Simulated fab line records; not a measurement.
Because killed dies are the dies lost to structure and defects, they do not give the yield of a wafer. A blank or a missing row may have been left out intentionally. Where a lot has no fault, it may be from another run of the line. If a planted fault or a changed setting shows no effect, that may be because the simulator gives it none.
A single fault, viewed from 2 desks / flow n5 finfet / numbers are kept per desk, each desk with only its own; the story behind them comes last

## THE TOOL OWNER'S DESK: rie diel-02
The tool's own readings at N5_BEOL_M3_ETCH_64 (etches SOC in N2/H2, target depth 75 nm, overetch 15 nm, time 112.5 s): means of the sampled wafers that have a number, for each lot that ran on this tool. The brackets show how far a lot's mean lies from the usual mean; more than 4 standard deviations puts the lot out of limits, marked OUT.
Columns: A = bias w at N5_BEOL_M3_ETCH_64, usual 150.0 W; B = drypump motor current A at N5_BEOL_M3_ETCH_64, usual 5.5 A; C = oes product au at N5_BEOL_M3_ETCH_64, usual 0.60 a.u.; D = rf vpp V at N5_BEOL_M3_ETCH_64, usual 522.6 V; E = showerhead plenum p Torr at N5_BEOL_M3_ETCH_64, usual 2.50 Torr; F = throttle valve pct at N5_BEOL_M3_ETCH_64, usual 17.85 %
lot=L216; first seen here=day 7 16:15; A=150.2; B=5.6; C=0.57; D=523.3; E=2.51; F=17.88
lot=L217; first seen here=day 7 19:24; A=150.2; B=5.6; C=0.57; D=522.3; E=2.51; F=17.88
lot=L219; first seen here=day 8 01:26; A=149.6; B=5.7; C=0.57; D=521.9; E=2.48; F=17.84
lot=L224; first seen here=day 10 05:00; A=160.5 (+24) OUT; B=5.7; C=0.56; D=543.2 (+8.6) OUT; E=2.48; F=17.86
This desk's verdict: out of limits on L224, starting with L224 at day 10 05:00 (bias w at N5_BEOL_M3_ETCH_64). Within limits: L216, L217, L219.

## METROLOGY DESK
Lot by lot, what the gauges showed, no matter which tool ran the lot: averages of those sampled wafers that carry a number. The brackets show how far a lot's mean lies from the usual mean; more than 4 standard deviations puts the lot out of limits, marked OUT. It has 12 readings; the 7 that lie furthest out on some lot are the ones shown.
Columns: A = DIBL_N at N5_BEOL_M4_RC_MEAS_101, usual 36.0 mV/V; B = DIBL_P at N5_BEOL_M4_RC_MEAS_101, usual 36.2 mV/V; C = IOFF_N at N5_BEOL_M4_RC_MEAS_101, usual 0.154 nA/um; D = IOFF_P at N5_BEOL_M4_RC_MEAS_101, usual 0.21 nA/um; E = SS_P at N5_BEOL_M4_RC_MEAS_101, usual 73.2 mV/dec; F = VT_N at N5_BEOL_M4_RC_MEAS_101, usual 250.2 mV; G = VT_P at N5_BEOL_M4_RC_MEAS_101, usual -251 mV
lot=L216; first seen here=day 7 15:53; A=36.0; B=35.5; C=0.156; D=0.26; E=73.5; F=250.7; G=-243
lot=L217; first seen here=day 7 18:17; A=37.4; B=36.8; C=0.166; D=0.23; E=73.6; F=247.7; G=-248
lot=L219; first seen here=day 8 01:14; A=35.1; B=34.3; C=0.132; D=0.18; E=72.9; F=252.4; G=-254
lot=L224; first seen here=day 10 04:49; A=33.8; B=35.1; C=0.124; D=0.18; E=72.3; F=252.4; G=-252
lot=L218; first seen here=day 12 09:13; A=36.1; B=37.6; C=0.175; D=0.23; E=73.6; F=247.9; G=-251
lot=L234; first seen here=day 12 18:37; A=37.8; B=37.4; C=0.191; D=0.24; E=73.8; F=248.1; G=-248
lot=L235; first seen here=day 13 00:06; A=35.2; B=33.5; C=0.128; D=0.19; E=72.6; F=255.1; G=-252
lot=L237; first seen here=day 13 01:35; A=36.3; B=37.1; C=0.173; D=0.26; E=73.3; F=247.3; G=-243
lot=L238; first seen here=day 13 04:43; A=36.6; B=35.9; C=0.165; D=0.24; E=73.4; F=249.6; G=-246
lot=L239; first seen here=day 13 11:35; A=36.6; B=37.1; C=0.162; D=0.22; E=73.2; F=251.0; G=-251
Result from this desk: across the 10 lots, nothing is out of limits.

## PUT TOGETHER
The tool owner's desk had the chance to raise an alarm at day 10 05:00 on L224.
Nothing out of limits was seen by the metrology desk.
The metrology desk has L224 on record, within its limits.
All the named lots went through N5_BEOL_M3_ETCH_64 on rie diel-02.

## WHAT THE SIMULATOR HAD PUT IN
rie diel-02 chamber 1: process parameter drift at N5_BEOL_M3_ETCH_64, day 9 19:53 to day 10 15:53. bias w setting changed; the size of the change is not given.
Struck lots among those shown: L224.
Time in hours from fault onset to the first out-of-limits reading at each desk: the tool owner's desk, 9.
